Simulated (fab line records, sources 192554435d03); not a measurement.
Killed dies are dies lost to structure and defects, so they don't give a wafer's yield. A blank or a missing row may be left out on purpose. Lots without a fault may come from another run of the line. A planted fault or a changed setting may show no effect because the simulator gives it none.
Which tool did it? | flow n5_finfet | 24 lots, 72 wafers sampled, at 6 steps of a route of 1938

WHAT THE GAUGES READ, wafer by wafer
The record holds no reading of a measuring or inspecting step that can be judged against a usual standard deviation.

WHICH TOOL RAN EACH LOT (tool, then ch and the chambers of the sampled wafers, then the start)
lot  | N5_BEOL_M4_DESCUM_16               | N5_BEOL_M4_STRIP_36                | N5_BEOL_M4_DEGAS_44          | N5_BEOL_M4_SPUTTER_79        | N5_BEOL_M4_ANNEAL_80         | N5_BEOL_M4_ANNEAL_87
L074 | rie_diel-02 ch 1,2,3, day 7 20:05  | rie_diel-02 ch 0,2,3, day 8 03:17  | pvd_sputter-03, day 8 03:52  | pvd_sputter-03, day 8 04:44  | pvd_sputter-03, day 8 04:49  | pvd_sputter-03, day 8 05:16
L075 | rie_diel-03 ch 0,1,2, day 7 23:05  | rie_diel-03 ch 1,2,3, day 8 13:52  | pvd_sputter-03, day 8 14:20  | pvd_sputter-03, day 8 15:16  | pvd_sputter-03, day 8 15:20  | pvd_sputter-03, day 8 15:47
L077 | rie_diel-03 ch 2,3, day 9 18:52    | rie_diel-03 ch 0,1,2, day 10 07:33 | pvd_sputter-02, day 10 08:29 | pvd_sputter-02, day 10 09:29 | pvd_sputter-02, day 10 09:34 | pvd_sputter-02, day 10 10:00
L078 | rie_diel-02 ch 0,2,3, day 10 05:45 | rie_diel-04 ch 1,2,3, day 10 11:32 | pvd_sputter-03, day 10 11:56 | pvd_sputter-03, day 10 14:28 | pvd_sputter-03, day 10 14:32 | pvd_sputter-03, day 10 14:59
L076 | rie_diel-03 ch 1,2,3, day 10 15:52 | rie_diel-03 ch 0,1, day 10 18:38   | pvd_sputter-02, day 10 19:31 | pvd_sputter-02, day 10 20:28 | pvd_sputter-02, day 10 20:32 | pvd_sputter-02, day 10 20:59
L083 | rie_diel-02 ch 0,1,3, day 10 16:50 | rie_diel-02 ch 0,1, day 10 21:55   | pvd_sputter-01, day 10 22:43 | pvd_sputter-02, day 11 00:05 | pvd_sputter-02, day 11 00:10 | pvd_sputter-02, day 11 00:36
L081 | rie_diel-03 ch 1,2,3, day 10 20:25 | rie_diel-03 ch 0,2,3, day 11 01:12 | pvd_sputter-02, day 11 02:10 | pvd_sputter-02, day 11 04:50 | pvd_sputter-02, day 11 04:55 | pvd_sputter-02, day 11 05:22
L080 | rie_diel-04 ch 0,2,3, day 10 20:44 | rie_diel-02 ch 1,2,3, day 11 04:39 | pvd_sputter-01, day 11 05:25 | pvd_sputter-03, day 11 06:17 | pvd_sputter-03, day 11 06:22 | pvd_sputter-03, day 11 06:48
L079 | rie_diel-04 ch 0,2,3, day 10 23:11 | rie_diel-02 ch 0,2,3, day 11 12:17 | pvd_sputter-02, day 11 12:56 | pvd_sputter-03, day 11 13:44 | pvd_sputter-03, day 11 13:49 | pvd_sputter-03, day 11 14:16
L082 | rie_diel-02 ch 0,1,3, day 11 08:53 | rie_diel-02 ch 1,3, day 11 14:53   | pvd_sputter-03, day 11 15:41 | pvd_sputter-01, day 11 16:32 | pvd_sputter-01, day 11 16:37 | pvd_sputter-01, day 11 17:03
L084 | rie_diel-03 ch 0,3, day 11 12:24   | rie_diel-02 ch 2,3, day 12 03:51   | pvd_sputter-01, day 12 04:28 | pvd_sputter-02, day 12 05:20 | pvd_sputter-02, day 12 05:25 | pvd_sputter-02, day 12 05:52
L085 | rie_diel-04 ch 0,3, day 11 16:01   | rie_diel-03 ch 0,2, day 12 07:06   | pvd_sputter-02, day 12 07:55 | pvd_sputter-02, day 12 08:53 | pvd_sputter-02, day 12 08:58 | pvd_sputter-02, day 12 09:25
L088 | rie_diel-03 ch 1,2,3, day 11 19:15 | rie_diel-03 ch 2,3, day 12 07:29   | pvd_sputter-02, day 12 08:05 | pvd_sputter-02, day 12 10:44 | pvd_sputter-02, day 12 10:49 | pvd_sputter-02, day 12 11:15
L086 | rie_diel-02 ch 0,2,3, day 11 22:56 | rie_diel-02 ch 0,1,3, day 12 07:35 | pvd_sputter-02, day 12 08:10 | pvd_sputter-03, day 12 09:28 | pvd_sputter-03, day 12 09:33 | pvd_sputter-03, day 12 09:59
L087 | rie_diel-04 ch 2,3, day 12 04:43   | rie_diel-03 ch 0,2,3, day 12 16:05 | pvd_sputter-01, day 12 16:59 | pvd_sputter-03, day 12 17:47 | pvd_sputter-03, day 12 17:52 | pvd_sputter-03, day 12 18:18
L091 | rie_diel-03 ch 0,3, day 12 17:29   | rie_diel-02 ch 0,3, day 13 06:22   | pvd_sputter-01, day 13 06:55 | pvd_sputter-03, day 13 07:55 | pvd_sputter-03, day 13 08:00 | pvd_sputter-03, day 13 08:26
L089 | rie_diel-02 ch 0,2,3, day 13 00:45 | rie_diel-04 ch 0,3, day 13 11:58   | pvd_sputter-01, day 13 12:36 | pvd_sputter-03, day 13 13:32 | pvd_sputter-03, day 13 13:37 | pvd_sputter-03, day 13 14:03
L093 | rie_diel-03 ch 1,2, day 13 12:34   | rie_diel-02 ch 0,3, day 14 01:01   | pvd_sputter-03, day 14 01:37 | pvd_sputter-03, day 14 02:42 | pvd_sputter-03, day 14 02:47 | pvd_sputter-03, day 14 03:13
L090 | rie_diel-02 ch 0,1,3, day 13 16:05 | rie_diel-03 ch 0,2,3, day 14 05:35 | pvd_sputter-02, day 14 06:05 | pvd_sputter-03, day 14 07:12 | pvd_sputter-03, day 14 07:17 | pvd_sputter-03, day 14 07:43
L092 | rie_diel-02 ch 0,1,2, day 13 19:28 | rie_diel-02 ch 0,1,2, day 14 05:46 | pvd_sputter-02, day 14 06:19 | pvd_sputter-02, day 14 08:54 | pvd_sputter-02, day 14 08:59 | pvd_sputter-02, day 14 09:25
L094 | rie_diel-03 ch 2,3, day 13 19:46   | rie_diel-04 ch 2,3, day 14 09:59   | pvd_sputter-01, day 14 10:43 | pvd_sputter-01, day 14 11:39 | pvd_sputter-01, day 14 11:44 | pvd_sputter-01, day 14 12:10
L095 | rie_diel-03 ch 1,2,3, day 13 21:12 | rie_diel-04 ch 0,1,3, day 14 14:11 | pvd_sputter-01, day 14 16:16 | pvd_sputter-02, day 14 17:16 | pvd_sputter-02, day 14 17:20 | pvd_sputter-02, day 14 17:47
L096 | rie_diel-02 ch 0,1,3, day 14 02:15 | rie_diel-02 ch 0,1,2, day 15 08:21 | pvd_sputter-02, day 15 08:50 | pvd_sputter-03, day 15 09:50 | pvd_sputter-03, day 15 09:55 | pvd_sputter-03, day 15 10:22
L097 | rie_diel-02 ch 0,3, day 14 05:19   | rie_diel-04 ch 1,2, day 15 08:37   | pvd_sputter-03, day 15 09:07 | pvd_sputter-01, day 15 10:03 | pvd_sputter-01, day 15 10:08 | pvd_sputter-01, day 15 10:34
- N5_BEOL_M4_DESCUM_16: chemistry O2, time 7 s.
- N5_BEOL_M4_STRIP_36: strips in N2/H2.
- N5_BEOL_M4_DEGAS_44: time 60 s.
- N5_BEOL_M4_SPUTTER_79: material Cu, target thk 4.5 nm, time 8.29 s.
- N5_BEOL_M4_ANNEAL_80: time 240 s.
- N5_BEOL_M4_ANNEAL_87: time 240 s.

WHAT THE TOOLS THEMSELVES READ (means of the sampled wafers that have a number; where no wafer has one, the mark that the record gives instead)
N5_BEOL_M4_DESCUM_16. Usual: drypump_motor_current_A 5.5 A, standard deviation 0.45; oes_product_au 0.81 a.u., standard deviation 0.094; rf_vpp_V 243.2 V, standard deviation 1.4; showerhead_plenum_p_Torr 2.10 Torr, standard deviation 0.072; throttle_valve_pct 20.46 %, standard deviation 0.26.
lot  | tool        | drypump_motor_current_A (A) | oes_product_au (a.u.) | rf_vpp_V (V) | showerhead_plenum_p_Torr (Torr) | throttle_valve_pct (%) | flag
L074 | rie_diel-02 | 5.5                         | 0.82                  | 243.3        | 2.12                            | 20.51                  |
L075 | rie_diel-03 | 5.3                         | 0.75                  | 242.5        | 2.06                            | 20.40                  |
L077 | rie_diel-03 | 4.9                         | 0.85                  | 244.2        | 2.14                            | 20.29                  |
L078 | rie_diel-02 | 5.8                         | 0.82                  | 244.1        | 2.14                            | 20.55                  |
L076 | rie_diel-03 | 5.3                         | 0.77                  | 243.0        | 2.08                            | 20.35                  |
L083 | rie_diel-02 | 5.9                         | 0.89                  | 243.4        | 2.09                            | 20.56                  |
L081 | rie_diel-03 | 5.3                         | 0.76                  | 243.6        | 2.08                            | 20.35                  |
L080 | rie_diel-04 | 6.0                         | 0.84                  | 244.5        | 2.17                            | 20.41                  |
L079 | rie_diel-04 | 6.0                         | 0.83                  | 245.1        | 2.17                            | 20.38                  |
L082 | rie_diel-02 | 5.8                         | 0.88                  | 243.2        | 2.08                            | 20.57                  |
L084 | rie_diel-03 | 4.9                         | 0.86                  | 244.6        | 2.17                            | 20.16                  |
L085 | rie_diel-04 | 5.9                         | 0.74                  | 244.0        | 2.15                            | 20.45                  |
L088 | rie_diel-03 | 5.3                         | 0.76                  | 243.6        | 2.08                            | 20.36                  |
L086 | rie_diel-02 | 5.7                         | 0.80                  | 243.3        | 2.13                            | 20.57                  |
L087 | rie_diel-04 | 6.1                         | 0.89                  | 244.4        | 2.16                            | 20.43                  |
L091 | rie_diel-03 | 4.9                         | 0.85                  | 244.0        | 2.17                            | 20.18                  |
L089 | rie_diel-02 | 5.7                         | 0.78                  | 243.3        | 2.13                            | 20.59                  |
L093 | rie_diel-03 | 5.6                         | 0.88                  | 242.2        | 2.03                            | 20.27                  |
L090 | rie_diel-02 | 5.8                         | 0.85                  | 242.9        | 2.08                            | 20.60                  |
L092 | rie_diel-02 | 5.7                         | 0.81                  | 242.9        | 2.13                            | 20.63                  |
L094 | rie_diel-03 | 5.0                         | 0.81                  | 242.7        | 2.13                            | 20.34                  |
L095 | rie_diel-03 | 5.3                         | 0.83                  | 243.4        | 2.08                            | 20.31                  |
L096 | rie_diel-02 | 5.8                         | 0.85                  | 242.5        | 2.08                            | 20.61                  |
L097 | rie_diel-02 | 5.9                         | 0.82                  | 242.5        | 2.08                            | 20.56                  |

N5_BEOL_M4_STRIP_36. Usual: drypump_motor_current_A 5.6 A, standard deviation 0.45; n2_flow_sccm 200.0 sccm, standard deviation 0.61; oes_product_au 0.82 a.u., standard deviation 0.092; rf_vpp_V 59.5 V, standard deviation 1.2; showerhead_plenum_p_Torr 2.55 Torr, standard deviation 0.085; throttle_valve_pct 23.48 %, standard deviation 0.29.
lot  | tool        | drypump_motor_current_A (A) | n2_flow_sccm (sccm) | oes_product_au (a.u.) | rf_vpp_V (V) | showerhead_plenum_p_Torr (Torr) | throttle_valve_pct (%) | flag
L074 | rie_diel-02 | 5.8                         | 200.0               | 0.85                  | 60.8         | 2.55                            | 23.25                  |
L075 | rie_diel-03 | 5.3                         | 200.1               | 0.79                  | 59.6         | 2.54                            | 23.44                  |
L077 | rie_diel-03 | 5.3                         | 199.9               | 0.73                  | 59.7         | 2.48                            | 23.39                  |
L078 | rie_diel-04 | 6.0                         | 199.6               | 0.87                  | 59.6         | 2.61                            | 23.62                  |
L076 | rie_diel-03 | 5.5                         | 199.5               | 0.72                  | 59.5         | 2.52                            | 23.30                  |
L083 | rie_diel-02 | 6.0                         | 199.8               | 0.86                  | 58.6         | 2.52                            | 23.59                  |
L081 | rie_diel-03 | 5.1                         | 199.8               | 0.81                  | 60.8         | 2.55                            | 23.39                  |
L080 | rie_diel-02 | 5.5                         | 200.1               | 0.87                  | 59.5         | 2.53                            | 23.44                  |
L079 | rie_diel-02 | 5.7                         | 199.5               | 0.80                  | 59.1         | 2.54                            | 23.30                  |
L082 | rie_diel-02 | 5.6                         | 200.7               | 0.94                  | 59.4         | 2.49                            | 23.61                  |
L084 | rie_diel-02 | 5.4                         | 199.5               | 0.78                  | 60.0         | 2.56                            | 23.31                  |
L085 | rie_diel-03 | 5.1                         | 200.8               | 0.77                  | 59.3         | 2.50                            | 23.34                  |
L088 | rie_diel-03 | 5.0                         | 200.1               | 0.82                  | 58.3         | 2.59                            | 23.44                  |
L086 | rie_diel-02 | 5.8                         | 200.1               | 0.86                  | 60.3         | 2.50                            | 23.46                  |
L087 | rie_diel-03 | 5.0                         | 200.5               | 0.80                  | 59.5         | 2.54                            | 23.41                  |
L091 | rie_diel-02 | 6.1                         | 200.6               | 0.80                  | 60.3         | 2.50                            | 23.32                  |
L089 | rie_diel-04 | 5.9                         | 200.3               | 0.80                  | 60.1         | 2.61                            | 23.74                  |
L093 | rie_diel-02 | 5.9                         | 199.3               | 0.82                  | 59.5         | 2.47                            | 23.16                  |
L090 | rie_diel-03 | 5.0                         | 200.0               | 0.78                  | 59.7         | 2.54                            | 23.43                  |
L092 | rie_diel-02 | 5.7                         | 200.1               | 0.80                  | 59.2         | 2.55                            | 23.63                  |
L094 | rie_diel-04 | 6.1                         | 199.4               | 0.87                  | 58.9         | 2.65                            | 23.53                  |
L095 | rie_diel-04 | 5.8                         | 199.7               | 0.86                  | 59.1         | 2.58                            | 23.68                  |
L096 | rie_diel-02 | 5.7                         | 200.0               | 0.79                  | 58.7         | 2.54                            | 23.65                  |
L097 | rie_diel-04 | 5.9                         | 200.3               | 0.77                  | 59.5         | 2.57                            | 23.72                  |

N5_BEOL_M4_DEGAS_44. Usual: heater_power_w 343 W, standard deviation 33.
lot  | tool           | heater_power_w (W) | flag
L074 | pvd_sputter-03 | 316                |
L075 | pvd_sputter-03 | 335                |
L077 | pvd_sputter-02 | 333                |
L078 | pvd_sputter-03 | 354                |
L076 | pvd_sputter-02 | 324                |
L083 | pvd_sputter-01 | 373                |
L081 | pvd_sputter-02 | 306                |
L080 | pvd_sputter-01 | 367                |
L079 | pvd_sputter-02 | 313                |
L082 | pvd_sputter-03 | 337                |
L084 | pvd_sputter-01 | 353                |
L085 | pvd_sputter-02 | 310                |
L088 | pvd_sputter-02 | 337                |
L086 | pvd_sputter-02 | 334                |
L087 | pvd_sputter-01 | 341                |
L091 | pvd_sputter-01 | 351                |
L089 | pvd_sputter-01 | 342                |
L093 | pvd_sputter-03 | 320                |
L090 | pvd_sputter-02 | 307                |
L092 | pvd_sputter-02 | 355                |
L094 | pvd_sputter-01 | 371                |
L095 | pvd_sputter-01 | 336                |
L096 | pvd_sputter-02 | 330                |
L097 | pvd_sputter-03 | 314                |

N5_BEOL_M4_SPUTTER_79. Usual: throttle_valve_pct 29.7 %, standard deviation 1.3.
lot  | tool           | throttle_valve_pct (%) | flag
L074 | pvd_sputter-03 | 28.8                   |
L075 | pvd_sputter-03 | 28.7                   |
L077 | pvd_sputter-02 | 30.4                   |
L078 | pvd_sputter-03 | 29.1                   |
L076 | pvd_sputter-02 | 30.5                   |
L083 | pvd_sputter-02 | 30.5                   |
L081 | pvd_sputter-02 | 30.1                   |
L080 | pvd_sputter-03 | 28.9                   |
L079 | pvd_sputter-03 | 28.9                   |
L082 | pvd_sputter-01 | 31.1                   |
L084 | pvd_sputter-02 | 31.4                   |
L085 | pvd_sputter-02 | 30.5                   |
L088 | pvd_sputter-02 | 30.5                   |
L086 | pvd_sputter-03 | 28.7                   |
L087 | pvd_sputter-03 | 29.3                   |
L091 | pvd_sputter-03 | 28.2                   |
L089 | pvd_sputter-03 | 28.5                   |
L093 | pvd_sputter-03 | 29.2                   |
L090 | pvd_sputter-03 | 29.1                   |
L092 | pvd_sputter-02 | 31.0                   |
L094 | pvd_sputter-01 | 30.1                   |
L095 | pvd_sputter-02 | 30.7                   |
L096 | pvd_sputter-03 | 28.5                   |
L097 | pvd_sputter-01 | 31.9                   |

N5_BEOL_M4_ANNEAL_80. Usual: heater_power_w 846 W, standard deviation 78.
lot  | tool           | heater_power_w (W) | flag
L074 | pvd_sputter-03 | 845                |
L075 | pvd_sputter-03 | 845                |
L077 | pvd_sputter-02 | 845                |
L078 | pvd_sputter-03 | 877                |
L076 | pvd_sputter-02 | 838                |
L083 | pvd_sputter-02 | 845                |
L081 | pvd_sputter-02 | 813                |
L080 | pvd_sputter-03 | 827                |
L079 | pvd_sputter-03 | 827                |
L082 | pvd_sputter-01 | 844                |
L084 | pvd_sputter-02 | 894                |
L085 | pvd_sputter-02 | 836                |
L088 | pvd_sputter-02 | 835                |
L086 | pvd_sputter-03 | 822                |
L087 | pvd_sputter-03 | 873                |
L091 | pvd_sputter-03 | 801                |
L089 | pvd_sputter-03 | 830                |
L093 | pvd_sputter-03 | 866                |
L090 | pvd_sputter-03 | 867                |
L092 | pvd_sputter-02 | 826                |
L094 | pvd_sputter-01 | 994                |
L095 | pvd_sputter-02 | 835                |
L096 | pvd_sputter-03 | 831                |
L097 | pvd_sputter-01 | 867                |

N5_BEOL_M4_ANNEAL_87. Usual: heater_power_w 844 W, standard deviation 75.
lot  | tool           | heater_power_w (W) | flag
L074 | pvd_sputter-03 | 849                |
L075 | pvd_sputter-03 | 839                |
L077 | pvd_sputter-02 | 826                |
L078 | pvd_sputter-03 | 869                |
L076 | pvd_sputter-02 | 836                |
L083 | pvd_sputter-02 | 837                |
L081 | pvd_sputter-02 | 820                |
L080 | pvd_sputter-03 | 820                |
L079 | pvd_sputter-03 | 826                |
L082 | pvd_sputter-01 | 848                |
L084 | pvd_sputter-02 | 877                |
L085 | pvd_sputter-02 | 834                |
L088 | pvd_sputter-02 | 840                |
L086 | pvd_sputter-03 | 814                |
L087 | pvd_sputter-03 | 875                |
L091 | pvd_sputter-03 | 819                |
L089 | pvd_sputter-03 | 831                |
L093 | pvd_sputter-03 | 874                |
L090 | pvd_sputter-03 | 864                |
L092 | pvd_sputter-02 | 836                |
L094 | pvd_sputter-01 | 1000               |
L095 | pvd_sputter-02 | 837                |
L096 | pvd_sputter-03 | 814                |
L097 | pvd_sputter-01 | 870                |

THE ANSWER, worked out from the rows above alone
Rule: a lot is off if the mean of its wafers that have a number lies more than 3 standard deviations from the usual mean. A lot without any number at a reading at which 4 lots or more have one is off too. The other lots that the step has rows for count as sound. The gauges are gone through in route order, then the tools' own readings, and for those a lot's mean is taken as printed above. The first step at which some lot is off is used, and at that step the reading that is off furthest; a lot without a number counts as furthest.
No lot is off at any reading shown: from this, nothing can be told.

WHAT THE SIMULATOR HAD PUT IN
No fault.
